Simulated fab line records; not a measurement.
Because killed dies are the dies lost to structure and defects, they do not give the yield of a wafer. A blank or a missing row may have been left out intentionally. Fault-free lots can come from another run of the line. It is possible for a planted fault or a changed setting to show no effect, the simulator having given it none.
fab line records || flow n5-finfet
[record] {"lots": 4, "wafers": 12, "last-day": 18}
route steps=1938 shown MOL_CONTACT_COAG@620 BEOL_M0_SAQP@632 BEOL_M0@726 BEOL_M4@1111
lots that met no fault: from a run of the same line without faults
start-h: start of the lot's first displayed wafer, in hours after the record's first day || wait-h: time in hours since the lot's previous step || " unchanged from the row above || L1.1+2: a row that stands for several wafers || - either no value or no given start || * or withheld: withheld || < > ~ a bound
route shown NAME@n: NAME is a module with steps in the file, n the number in the route of the first one || usual: mean/standard deviation of fault-free wafers || same: alike in all rows || chamber/n: place in a boat || sites: per-site readings || _std_site: the standard deviation of these || _edge_site: the outer-site mean with the inner-site mean subtracted || radius-mm: for every site, how far away it sits from the centre of the wafer || mask NAME#n: copy n || behind: the most recent tool/chamber to have shaped the wafer || hold: why the lot went on hold/how many hours it stayed there/how the hold came to an end || device: transistor that didn't switch, given as n, p or np || end of line: the same wafers' tests at the end of the route || step lacking rows: just its recipe || killed: count of dies lost to structure and defects at first sort (not the wafer's yield) || map: per-die view of a wafer (x killed, . not killed, _ where there is no die)
set.NAME: the setting the step ran with; set.NAME@STEP: the setting that earlier step ran with || model.NAME: the simulator's own value behind a step, which no gauge read
lots at some steps of the route; a table a step, a row a wafer
services: when a tool's chamber went out of use (start-h, in hours from the record's first day, below 0 if earlier), for how many hours, and the reason
[[steps]]
[step N5_MOL_CONTACT_COAG_PRECLEAN_138]
[recipe] {"chemistry": "alkaline-clean", "temp-c": 60, "time-s": 60, "do-ppb": 50}
[step N5_MOL_CONTACT_COAG_SRD_139]
[recipe] {"dry": "ipa-marangoni", "time-s": 30, "temp-c": 23, "rinse-liquid": "diw"}
[step N5_MOL_CONTACT_COAG_PRE_CLEAN_121]
[recipe] {"gas": "H2/He", "time-s": "*", "temp-c": "withheld"}
[step N5_MOL_CONTACT_COAG_CVD_140]
[recipe] {"material": "W", "target-thk-a": 665, "mode": "selective-fill", "temp-c": 300, "time-s": 215}
[step N5_MOL_CONTACT_COAG_PRECLEAN_127]
[recipe] {"chemistry": "DIW", "time-s": 57.5, "temp-c": 23}
[step N5_MOL_CONTACT_COAG_SRD_128]
[recipe] {"dry-time-s": 32, "dry": "n2-spin", "spin-rpm": 1500}
[step N5_MOL_CONTACT_COAG_CMP_52]
[recipe] {"stop-on": "SiO2", "t-overpolish-s": 1.5, "post-cmp-clean": "w-dilute-nh4oh", "down-force-psi": 4, "platen-rpm": 50.289, "pad-velocity-m-s": 1.0006, "target-thk-nm": 66.5}
[step N5_MOL_CONTACT_COAG_ANNEAL_112]
[recipe] {"temp-c": 400, "time-s": 1800, "ambient": "HPD2", "pressure-atm": 10}
[step N5_BEOL_M0_SAQP_PECVD_00]
[recipe] {"material": "SiCN", "target-thk-a": 80, "temp-c": "withheld", "precursor": "3MS/NH3", "pressure-torr": 3, "rf-w": 202, "time-s": 14}
[usual] {"chamber-pressure-Torr": "2.999/0.0069", "showerhead-plenum-p-Torr": "3.669/0.017", "showerhead-vpp-V": "852/23", "throttle-valve-pct": "9.1/0.34"}
{"lot.wafer": "L553.4", "tool": "pecvd-03", "chamber": 2, "start-h": 107.02, "wait-h": 0.1, "chamber-pressure-Torr": 3.003, "showerhead-plenum-p-Torr": 3.658, "showerhead-vpp-V": 866, "throttle-valve-pct": 8.6, "model.SiCN_of_BEOL_M0_SAQP_PECVD_00.thk-nm": 8.2}
{"lot.wafer": "L553.5", "tool": "pecvd-03", "chamber": 0, "start-h": 107.02, "wait-h": 0.1, "chamber-pressure-Torr": 2.995, "showerhead-plenum-p-Torr": 3.649, "showerhead-vpp-V": 832, "throttle-valve-pct": 9.0, "model.SiCN_of_BEOL_M0_SAQP_PECVD_00.thk-nm": 8}
{"lot.wafer": "L553.6", "tool": "pecvd-03", "chamber": 1, "start-h": 107.02, "wait-h": 0.1, "chamber-pressure-Torr": 2.996, "showerhead-plenum-p-Torr": 3.660, "showerhead-vpp-V": 857, "throttle-valve-pct": 9.4, "model.SiCN_of_BEOL_M0_SAQP_PECVD_00.thk-nm": 8.2}
{"lot.wafer": "L565.1", "tool": "pecvd-03", "chamber": 1, "start-h": 182.92, "wait-h": 0.2, "chamber-pressure-Torr": 3.000, "showerhead-plenum-p-Torr": 3.681, "showerhead-vpp-V": 851, "throttle-valve-pct": 9.7, "model.SiCN_of_BEOL_M0_SAQP_PECVD_00.thk-nm": 8.8}
{"lot.wafer": "L565.2", "tool": "pecvd-03", "chamber": 0, "start-h": 182.92, "wait-h": 0.2, "chamber-pressure-Torr": 3.003, "showerhead-plenum-p-Torr": 3.649, "showerhead-vpp-V": 832, "throttle-valve-pct": 9.1, "model.SiCN_of_BEOL_M0_SAQP_PECVD_00.thk-nm": 8.2}
{"lot.wafer": "L565.5", "tool": "pecvd-03", "chamber": 0, "start-h": 182.92, "wait-h": 0.2, "chamber-pressure-Torr": 2.995, "showerhead-plenum-p-Torr": 3.659, "showerhead-vpp-V": 819, "throttle-valve-pct": 8.9, "model.SiCN_of_BEOL_M0_SAQP_PECVD_00.thk-nm": 8.8}
{"lot.wafer": "L566.1", "tool": "pecvd-03", "chamber": 0, "start-h": 188.19, "wait-h": 0.2, "chamber-pressure-Torr": 3.003, "showerhead-plenum-p-Torr": 3.646, "showerhead-vpp-V": 839, "throttle-valve-pct": 9.0, "model.SiCN_of_BEOL_M0_SAQP_PECVD_00.thk-nm": 8.2}
{"lot.wafer": "L566.5", "tool": "pecvd-03", "chamber": 1, "start-h": 188.19, "wait-h": 0.2, "chamber-pressure-Torr": 3.000, "showerhead-plenum-p-Torr": 3.677, "showerhead-vpp-V": 872, "throttle-valve-pct": 9.4, "model.SiCN_of_BEOL_M0_SAQP_PECVD_00.thk-nm": 8.8}
{"lot.wafer": "L566.6", "tool": "pecvd-03", "chamber": 0, "start-h": 188.19, "wait-h": 0.2, "chamber-pressure-Torr": 3.003, "showerhead-plenum-p-Torr": 3.650, "showerhead-vpp-V": 839, "throttle-valve-pct": 8.9, "model.SiCN_of_BEOL_M0_SAQP_PECVD_00.thk-nm": 8}
{"lot.wafer": "L575.2", "tool": "pecvd-02", "chamber": 0, "start-h": 245.57, "wait-h": 0.2, "chamber-pressure-Torr": 2.993, "showerhead-plenum-p-Torr": 3.678, "showerhead-vpp-V": 842, "throttle-valve-pct": 9.3, "model.SiCN_of_BEOL_M0_SAQP_PECVD_00.thk-nm": 8}
{"lot.wafer": "L575.3", "tool": "pecvd-02", "chamber": 1, "start-h": 245.57, "wait-h": 0.2, "chamber-pressure-Torr": 3.009, "showerhead-plenum-p-Torr": 3.685, "showerhead-vpp-V": 853, "throttle-valve-pct": 9.9, "model.SiCN_of_BEOL_M0_SAQP_PECVD_00.thk-nm": 8.4}
{"lot.wafer": "L575.5", "tool": "pecvd-02", "chamber": 2, "start-h": 245.57, "wait-h": 0.2, "chamber-pressure-Torr": 3.000, "showerhead-plenum-p-Torr": 3.636, "showerhead-vpp-V": 824, "throttle-valve-pct": 8.9, "model.SiCN_of_BEOL_M0_SAQP_PECVD_00.thk-nm": 8.2}
[step N5_BEOL_M0_SAQP_ILD_DEP_01]
[recipe] {"material": "SiOC", "target-thk-a": 454.19, "temp-c": 350, "precursor": "DEMS/O2", "pressure-torr": 5, "rf-w": 500, "time-s": 8.7}
[step N5_BEOL_M0_SAQP_HM_DEP_02]
[recipe] {"material": "TiN", "target-thk-a": 120, "temp-c": 25, "chamber-pressure-pa": 0.49996}
[step N5_BEOL_M0_SAQP_PECVD_03]
[recipe] {"material": "SiCN", "target-thk-a": 120, "temp-c": "withheld", "precursor": "3MS/NH3", "pressure-torr": 3, "rf-w": 202, "time-s": 21.1}
[step N5_BEOL_M0_SAQP_PECVD_96]
[recipe] {"material": "a-Si", "target-thk-a": 450, "temp-c": 350, "precursor": "SiH4/He", "pressure-torr": 3, "rf-w": 100, "time-s": 45.2}
[step N5_BEOL_M0_SAQP_PECVD_97]
[recipe] {"material": "SiNx", "target-thk-a": 230, "temp-c": 350, "precursor": "SiH4/NH3/N2", "pressure-torr": 1.5, "rf-w": 300, "time-s": 19.9}
[step N5_BEOL_M0_SAQP_PECVD_04]
[recipe] {"material": "a-Si", "target-thk-a": 600, "temp-c": 350, "precursor": "SiH4/He", "pressure-torr": 3, "rf-w": 100, "time-s": 60.2}
[step N5_BEOL_M0_SAQP_HM_DEP_111]
[recipe] {"material": "SiO2", "target-thk-a": 120, "temp-c": 400, "precursor": "SiH4/N2O", "pressure-torr": 0.75, "rf-w": 275, "time-s": 7.2}
[step N5_BEOL_M0_SAQP_COAT_81]
[recipe] {"resist": "SOC", "temp-c": 250, "time-s": 60, "spin-rpm": 1500, "resist-thk-nm": 100}
[step N5_BEOL_M0_SAQP_COAT_82]
[recipe] {"resist": "SiARC", "temp-c": 220, "time-s": 60, "spin-rpm": 1500, "resist-thk-nm": 30}
[step N5_BEOL_M0_SAQP_COAT_08]
[recipe] {"resist": "CAR-ArF", "spin-rpm": 1500, "resist-thk-nm": 90}
[step N5_BEOL_M0_SAQP_EBR_10]
[recipe] {"solvent": "PGMEA", "ebr-width-mm": 1.5}
[step N5_BEOL_M0_SAQP_SOFTBAKE_09]
[recipe] {"temp-c": 110, "time-s": 60, "resist": "CAR-ArF"}
[step N5_BEOL_M0_SAQP_EXPOSE_11]
[recipe] {"mask-id": "M0_CORE", "na": 1.35, "source-shape": "dipole", "sigma-inner": 0.538, "sigma-outer": 0.738, "polarization": "te", "target-cd-nm": 42, "dose-mj": 55}
[step N5_BEOL_M0_SAQP_PEB_12]
[recipe] {"peb-temp-c": "withheld", "peb-time-s": 60, "resist": "CAR-ArF"}
[step N5_BEOL_M0_SAQP_DEVELOP_13]
[recipe] {"develop-time-s": 30, "developer": "TMAH", "resist": "CAR-ArF", "dev-temp-c": 23, "rinse-liquid": "diw", "dry": "air-spin"}
[step N5_BEOL_M0_SAQP_DESCUM_19]
[recipe] {"chemistry": "O2", "time-s": 7.9, "source-power-w": 50, "bias-power-w": 20, "pressure-mtorr": 20, "rf-frequency-hz": 2.712e+07, "temp-c": 40, "resist": "CAR-ArF", "o2-flow-sccm": 225}
[step N5_BEOL_M0_SAQP_ETCH_83]
[recipe] {"chemistry": "CF4", "target": "SiARC", "target-depth-a": 390, "mask-material": "CAR-ArF", "time-s": 65, "ion-energy-ev": 80, "pressure-mtorr": 40, "source-w": 545, "bias-w": 36, "Ar_flow_sccm": 100, "cf4-flow-sccm": 100, "ends": "cleared"}
[step N5_BEOL_M0_SAQP_ETCH_84]
[recipe] {"chemistry": "N2/H2", "target": "SOC", "target-depth-a": 1000, "overetch-a": 200, "mask-material": "SiARC", "temp-c": 40, "time-s": 150, "ion-energy-ev": 200, "pressure-mtorr": 30, "source-w": 840, "bias-w": 150, "n2-flow-sccm": 200, "h2-flow-sccm": 200}
[step N5_BEOL_M0_SAQP_STRIP_80]
[recipe] {"chemistry": "N2/H2", "temp-c": 40, "n2-flow-sccm": 200, "h2-flow-sccm": 200, "rf-frequency-hz": 6e+07}
[step N5_BEOL_M0_SAQP_HM_OPEN_112]
[recipe] {"chemistry": "CHF3/O2", "target": "SiO2", "stop-on": "a-Si", "target-depth-a": 120, "over-etch-frac": 1.25, "mask-material": "SOC", "time-s": 13.5, "pressure-mtorr": 30, "source-w": 650, "bias-w": 170, "Ar_flow_sccm": 200, "CHF3_flow_sccm": 50, "O2_flow_sccm": 5, "ion-energy-ev": 200, "ends": "end-point"}
[step N5_BEOL_M0_SAQP_STRIP_113]
[recipe] {"chemistry": "CHF3/O2", "resist": "SiARC", "rf-frequency-hz": 6e+07}
[step N5_BEOL_M0_SAQP_MANDREL_ETCH_20]
[recipe] {"target-depth-a": 600, "chemistry": "HBr/Cl2", "target": "a-Si", "stop-on": "SiNx", "bt-time-s": 10, "mask-material": "SOC", "over-etch-frac": 0.5, "time-s": 30, "pressure-mtorr": 10, "icp-w": 800, "bias-w": 75, "HBr_flow_sccm": 150, "Cl2_flow_sccm": 80, "ends": "end-point"}
[step N5_BEOL_M0_SAQP_STRIP_86]
[recipe] {"chemistry": "N2/H2", "power-w": 500, "temp-c": 40, "pressure-mtorr": 50, "rf-frequency-hz": 6e+07, "overash-fraction": 0.3, "bias-power-w": 28, "h2-frac": 0.5, "n2-flow-sccm": 300, "h2-flow-sccm": 300}
[step N5_BEOL_M0_SAQP_STRIP_115]
[recipe] {"chemistry": "post-etch-residue-remover", "time-s": 60, "temp-c": 25, "remover-ph": "withheld", "remover-water-wt-pct": "withheld", "remover-fluoride-wt-pct": "withheld"}
[step N5_BEOL_M0_SAQP_SRD_93]
[recipe] {"dry": "ipa-marangoni", "time-s": 30, "temp-c": 23, "rinse-liquid": "diw"}
[step N5_BEOL_M0_ETCH_109]
[recipe] {"chemistry": "CH3F/O2", "target-depth-a": 80, "overetch-a": 24, "target": "SiCN", "time-s": 27.4, "ion-energy-ev": 120, "pressure-mtorr": 30, "source-w": 395, "bias-w": 75, "Ar_flow_sccm": 150, "CH3F_flow_sccm": 30, "O2_flow_sccm": 20}
[usual] {"drypump-motor-current-A": "5.4/0.43", "oes-product-au": "0.70/0.053", "rf-vpp-V": "298.1/1.4", "showerhead-plenum-p-Torr": "2.04/0.07", "throttle-valve-pct": "16.27/0.21"}
{"lot.wafer": "L553.4", "tool": "rie-diel-01", "chamber": 3, "start-h": 119.64, "wait-h": 0.0, "drypump-motor-current-A": 5.7, "oes-product-au": 0.69, "rf-hours-counter-h": 95, "rf-vpp-V": 298.6, "showerhead-plenum-p-Torr": 2.03, "throttle-valve-pct": 16.57, "model.etch.depth-nm": 8.172}
{"lot.wafer": "L553.5", "tool": "rie-diel-01", "chamber": 1, "start-h": 119.64, "wait-h": 0.0, "drypump-motor-current-A": 5.7, "oes-product-au": 0.80, "rf-hours-counter-h": "-", "rf-vpp-V": 300.1, "showerhead-plenum-p-Torr": 2.14, "throttle-valve-pct": 16.45, "model.etch.depth-nm": 7.94}
{"lot.wafer": "L553.6", "tool": "rie-diel-01", "chamber": 0, "start-h": 119.64, "wait-h": 0.0, "drypump-motor-current-A": 6.0, "oes-product-au": 0.61, "rf-hours-counter-h": "-", "rf-vpp-V": 295.4, "showerhead-plenum-p-Torr": 1.87, "throttle-valve-pct": 16.50, "model.etch.depth-nm": 8.166}
{"lot.wafer": "L565.1", "tool": "rie-diel-05", "chamber": 0, "start-h": 196.64, "wait-h": 0.0, "drypump-motor-current-A": 5.4, "oes-product-au": 0.78, "rf-hours-counter-h": 58, "rf-vpp-V": 297.0, "showerhead-plenum-p-Torr": 1.95, "throttle-valve-pct": 16.38, "model.etch.depth-nm": 8.862}
{"lot.wafer": "L565.2", "tool": "rie-diel-05", "chamber": 1, "start-h": 196.64, "wait-h": 0.0, "drypump-motor-current-A": 5.6, "oes-product-au": 0.66, "rf-hours-counter-h": 142, "rf-vpp-V": 299.0, "showerhead-plenum-p-Torr": 2.10, "throttle-valve-pct": 15.98, "model.etch.depth-nm": 8.131}
{"lot.wafer": "L565.5", "tool": "rie-diel-05", "chamber": 0, "start-h": 196.64, "wait-h": 0.0, "drypump-motor-current-A": 5.4, "oes-product-au": 0.78, "rf-hours-counter-h": "-", "rf-vpp-V": 294.5, "showerhead-plenum-p-Torr": 1.95, "throttle-valve-pct": 16.38, "model.etch.depth-nm": 8.75}
{"lot.wafer": "L566.1", "tool": "rie-diel-02", "chamber": 2, "start-h": 200.09, "wait-h": 0.4, "drypump-motor-current-A": 6.3, "oes-product-au": 0.73, "rf-hours-counter-h": 61, "rf-vpp-V": 299.6, "showerhead-plenum-p-Torr": 2.13, "throttle-valve-pct": 16.36, "model.etch.depth-nm": 8.277}
{"lot.wafer": "L566.5", "tool": "rie-diel-02", "chamber": 1, "start-h": 200.09, "wait-h": 0.4, "drypump-motor-current-A": 5.0, "oes-product-au": 0.72, "rf-hours-counter-h": "-", "rf-vpp-V": 297.8, "showerhead-plenum-p-Torr": 2.12, "throttle-valve-pct": 16.30, "model.etch.depth-nm": 8.779}
{"lot.wafer": "L566.6", "tool": "rie-diel-02", "chamber": 2, "start-h": 200.09, "wait-h": 0.4, "drypump-motor-current-A": 6.3, "oes-product-au": 0.71, "rf-hours-counter-h": "-", "rf-vpp-V": 300.9, "showerhead-plenum-p-Torr": 2.13, "throttle-valve-pct": 16.36, "model.etch.depth-nm": 7.965}
{"lot.wafer": "L575.2", "tool": "rie-diel-01", "chamber": 2, "start-h": 255.24, "wait-h": 0.0, "drypump-motor-current-A": 5.2, "oes-product-au": 0.67, "rf-hours-counter-h": 115, "rf-vpp-V": 296.9, "showerhead-plenum-p-Torr": 2.00, "throttle-valve-pct": 15.96, "model.etch.depth-nm": 7.986}
{"lot.wafer": "L575.3", "tool": "rie-diel-01", "chamber": 1, "start-h": 255.24, "wait-h": 0.0, "drypump-motor-current-A": 5.7, "oes-product-au": 0.73, "rf-hours-counter-h": 57, "rf-vpp-V": 298.5, "showerhead-plenum-p-Torr": 2.12, "throttle-valve-pct": 16.55, "model.etch.depth-nm": 8.422}
{"lot.wafer": "L575.5", "tool": "rie-diel-01", "chamber": 3, "start-h": 255.24, "wait-h": 0.0, "drypump-motor-current-A": 5.7, "oes-product-au": 0.65, "rf-hours-counter-h": "-", "rf-vpp-V": 297.8, "showerhead-plenum-p-Torr": 2.01, "throttle-valve-pct": 16.69, "model.etch.depth-nm": 8.186}
[step N5_BEOL_M4_RC_MEAS_101]
[usual] {"DIBL_N": "37.4/2.1", "DIBL_P": "37.8/2.5", "IOFF_N": "0.19/0.045", "IOFF_P": "0.24/0.05", "ION_N": "682/16", "ION_P": "467/11", "SS_N": "71.9/0.67", "SS_P": "73.6/0.76", "VT_N": "247/3.6", "VT_P": "-248/3.6"}
{"lot.wafer": "L553.4", "tool": "prober-01", "chamber": 0, "start-h": 158.46, "wait-h": 0.5, "DIBL_N[mV/V]": 35.1, "DIBL_P[mV/V]": 38.0, "IOFF_N[nA/um]": 0.15, "IOFF_P[nA/um]": 0.24, "ION_N[uA/um]": 651, "ION_P[uA/um]": 453, "SS_N[mV/dec]": 71.5, "SS_P[mV/dec]": 74.7, "VT_N[mV]": 254, "VT_P[mV]": -250}
{"lot.wafer": "L553.5", "tool": "prober-01", "chamber": 0, "start-h": 158.46, "wait-h": 0.5, "DIBL_N[mV/V]": 37.9, "DIBL_P[mV/V]": 39.7, "IOFF_N[nA/um]": 0.20, "IOFF_P[nA/um]": 0.26, "ION_N[uA/um]": 666, "ION_P[uA/um]": 457, "SS_N[mV/dec]": 71.5, "SS_P[mV/dec]": 75.3, "VT_N[mV]": 246, "VT_P[mV]": -250}
{"lot.wafer": "L553.6", "tool": "prober-01", "chamber": 0, "start-h": 158.46, "wait-h": 0.5, "DIBL_N[mV/V]": 37.7, "DIBL_P[mV/V]": 40.0, "IOFF_N[nA/um]": 0.23, "IOFF_P[nA/um]": 0.29, "ION_N[uA/um]": 672, "ION_P[uA/um]": 462, "SS_N[mV/dec]": 72.2, "SS_P[mV/dec]": 74.9, "VT_N[mV]": 244, "VT_P[mV]": -246}
{"lot.wafer": "L565.1", "tool": "prober-01", "chamber": 0, "start-h": 245.60, "wait-h": 0.0, "DIBL_N[mV/V]": 36.6, "DIBL_P[mV/V]": 37.9, "IOFF_N[nA/um]": 0.19, "IOFF_P[nA/um]": 0.22, "ION_N[uA/um]": 702, "ION_P[uA/um]": 482, "SS_N[mV/dec]": 71.5, "SS_P[mV/dec]": 72.8, "VT_N[mV]": 248, "VT_P[mV]": -251}
{"lot.wafer": "L565.2", "tool": "prober-01", "chamber": 0, "start-h": 245.60, "wait-h": 0.0, "DIBL_N[mV/V]": 37.0, "DIBL_P[mV/V]": 37.3, "IOFF_N[nA/um]": 0.17, "IOFF_P[nA/um]": 0.21, "ION_N[uA/um]": 688, "ION_P[uA/um]": 470, "SS_N[mV/dec]": 72.2, "SS_P[mV/dec]": 73.3, "VT_N[mV]": 250, "VT_P[mV]": -251}
{"lot.wafer": "L565.5", "tool": "prober-01", "chamber": 0, "start-h": 245.60, "wait-h": 0.0, "DIBL_N[mV/V]": 38.4, "DIBL_P[mV/V]": 40.5, "IOFF_N[nA/um]": 0.19, "IOFF_P[nA/um]": 0.27, "ION_N[uA/um]": 685, "ION_P[uA/um]": 470, "SS_N[mV/dec]": 71.9, "SS_P[mV/dec]": 74.3, "VT_N[mV]": 248, "VT_P[mV]": -249}
{"lot.wafer": "L566.1", "tool": "prober-02", "chamber": 0, "start-h": 254.64, "wait-h": 0.9, "DIBL_N[mV/V]": 36.9, "DIBL_P[mV/V]": 37.0, "IOFF_N[nA/um]": 0.17, "IOFF_P[nA/um]": 0.20, "ION_N[uA/um]": 672, "ION_P[uA/um]": 455, "SS_N[mV/dec]": 72.0, "SS_P[mV/dec]": 73.3, "VT_N[mV]": 246, "VT_P[mV]": -252}
{"lot.wafer": "L566.5", "tool": "prober-02", "chamber": 0, "start-h": 254.64, "wait-h": 0.9, "DIBL_N[mV/V]": 36.3, "DIBL_P[mV/V]": 35.6, "IOFF_N[nA/um]": 0.18, "IOFF_P[nA/um]": 0.19, "ION_N[uA/um]": 668, "ION_P[uA/um]": 445, "SS_N[mV/dec]": 71.6, "SS_P[mV/dec]": 73.0, "VT_N[mV]": 249, "VT_P[mV]": -254}
{"lot.wafer": "L566.6", "tool": "prober-02", "chamber": 0, "start-h": 254.64, "wait-h": 0.9, "DIBL_N[mV/V]": 37.3, "DIBL_P[mV/V]": 36.5, "IOFF_N[nA/um]": 0.18, "IOFF_P[nA/um]": 0.19, "ION_N[uA/um]": 663, "ION_P[uA/um]": 452, "SS_N[mV/dec]": 72.1, "SS_P[mV/dec]": 73.0, "VT_N[mV]": 247, "VT_P[mV]": -254}
{"lot.wafer": "L575.2", "tool": "prober-01", "chamber": 0, "start-h": 316.12, "wait-h": 0.2, "DIBL_N[mV/V]": 37.0, "DIBL_P[mV/V]": 38.4, "IOFF_N[nA/um]": 0.17, "IOFF_P[nA/um]": 0.23, "ION_N[uA/um]": 679, "ION_P[uA/um]": 464, "SS_N[mV/dec]": 71.7, "SS_P[mV/dec]": 73.8, "VT_N[mV]": 248, "VT_P[mV]": -248}
{"lot.wafer": "L575.3", "tool": "prober-01", "chamber": 0, "start-h": 316.12, "wait-h": 0.2, "DIBL_N[mV/V]": 35.5, "DIBL_P[mV/V]": 35.8, "IOFF_N[nA/um]": 0.15, "IOFF_P[nA/um]": 0.20, "ION_N[uA/um]": 670, "ION_P[uA/um]": 452, "SS_N[mV/dec]": 71.1, "SS_P[mV/dec]": 73.6, "VT_N[mV]": 250, "VT_P[mV]": -252}
{"lot.wafer": "L575.5", "tool": "prober-01", "chamber": 0, "start-h": 316.12, "wait-h": 0.2, "DIBL_N[mV/V]": 35.0, "DIBL_P[mV/V]": 34.6, "IOFF_N[nA/um]": 0.14, "IOFF_P[nA/um]": 0.19, "ION_N[uA/um]": 664, "ION_P[uA/um]": 447, "SS_N[mV/dec]": 71.2, "SS_P[mV/dec]": 72.7, "VT_N[mV]": 249, "VT_P[mV]": -251}
[[services]]
{"tool": "rie-diel-05", "chamber": "-", "start-h": 112.03, "hours": 4.3, "kind": "pm"}
{"tool": "rie-diel-02", "chamber": 2, "start-h": 136.70, "hours": 8.8, "kind": "repair"}
{"tool": "pecvd-02", "chamber": "-", "start-h": 140.79, "hours": 14.6, "kind": "pm"}
{"tool": "rie-diel-02", "chamber": "-", "start-h": 154.74, "hours": 14.6, "kind": "pm"}
{"tool": "rie-diel-05", "chamber": 2, "start-h": 159.38, "hours": 5.2, "kind": "repair"}
{"tool": "pecvd-03", "chamber": 2, "start-h": 165.01, "hours": 2.1, "kind": "scheduled-down"}
{"tool": "pecvd-02", "chamber": 2, "start-h": 166.02, "hours": 23.7, "kind": "repair"}
{"tool": "rie-diel-02", "chamber": 1, "start-h": 170.92, "hours": 3.2, "kind": "repair"}
{"tool": "pecvd-03", "chamber": 0, "start-h": 175.21, "hours": 5.5, "kind": "scheduled-down"}
{"tool": "rie-diel-05", "chamber": 2, "start-h": 185.33, "hours": "-", "kind": "clean"}
{"tool": "rie-diel-05", "chamber": 2, "start-h": 185.33, "hours": "-", "kind": "consumable-replace:focus-ring"}
{"tool": "rie-diel-05", "chamber": 2, "start-h": 185.33, "hours": 22.6, "kind": "scheduled-down"}
{"tool": "rie-diel-05", "chamber": 2, "start-h": 185.33, "hours": 22.6, "kind": "vent-cycle"}
{"tool": "pecvd-03", "chamber": 1, "start-h": 189.02, "hours": 5.5, "kind": "scheduled-down"}
{"tool": "rie-diel-01", "chamber": 0, "start-h": 194.65, "hours": "-", "kind": "clean"}
{"tool": "rie-diel-01", "chamber": 0, "start-h": 194.65, "hours": "-", "kind": "consumable-replace:focus-ring"}
{"tool": "rie-diel-01", "chamber": 0, "start-h": 194.65, "hours": "-", "kind": "consumable-replace:showerhead"}
{"tool": "rie-diel-01", "chamber": 0, "start-h": 194.65, "hours": 18.3, "kind": "scheduled-down"}
{"tool": "rie-diel-01", "chamber": 0, "start-h": 194.65, "hours": 18.3, "kind": "vent-cycle"}
{"tool": "pecvd-02", "chamber": 0, "start-h": 200.13, "hours": 5.0, "kind": "scheduled-down"}
{"tool": "rie-diel-02", "chamber": "-", "start-h": 201.05, "hours": 2.8, "kind": "pm"}
{"tool": "pecvd-02", "chamber": "-", "start-h": 239.60, "hours": 1.0, "kind": "repair"}
[[key]]
first-sign none at tools or gauges
[model-effect] {"step": "N5_BEOL_M0_SAQP_PECVD_00", "value": "SiCN_of_BEOL_M0_SAQP_PECVD_00.thk-nm", "without": 8.15, "struck": 8.65}
[model-effect] {"step": "N5_BEOL_M0_ETCH_109", "value": "etch.depth-nm", "without": 8.155, "struck": 8.667}
met-at N5_BEOL_M0_SAQP_PECVD_00
struck-wafers L565.1,L565.5,L566.1,L566.5
[baseline-loss] {"step": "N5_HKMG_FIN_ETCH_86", "wafers": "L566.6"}
onset-between 107.02 182.92
[fault] {"kind": "process-parameter-drift", "tool": "pecvd-03", "chamber": "-", "onset-h": 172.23, "steps": "N5_BEOL_M0_SAQP_PECVD_00", "channel": "time-s", "offset": "*", "shape": "step", "end-h": 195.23, "scope": "struck-wafers-only", "acts-in": "*", "stated": "*"}
// baseline-loss: these wafers lose ten dies or more at that step, a loss of the line's own and not of a fault; the sort's usual values leave them out
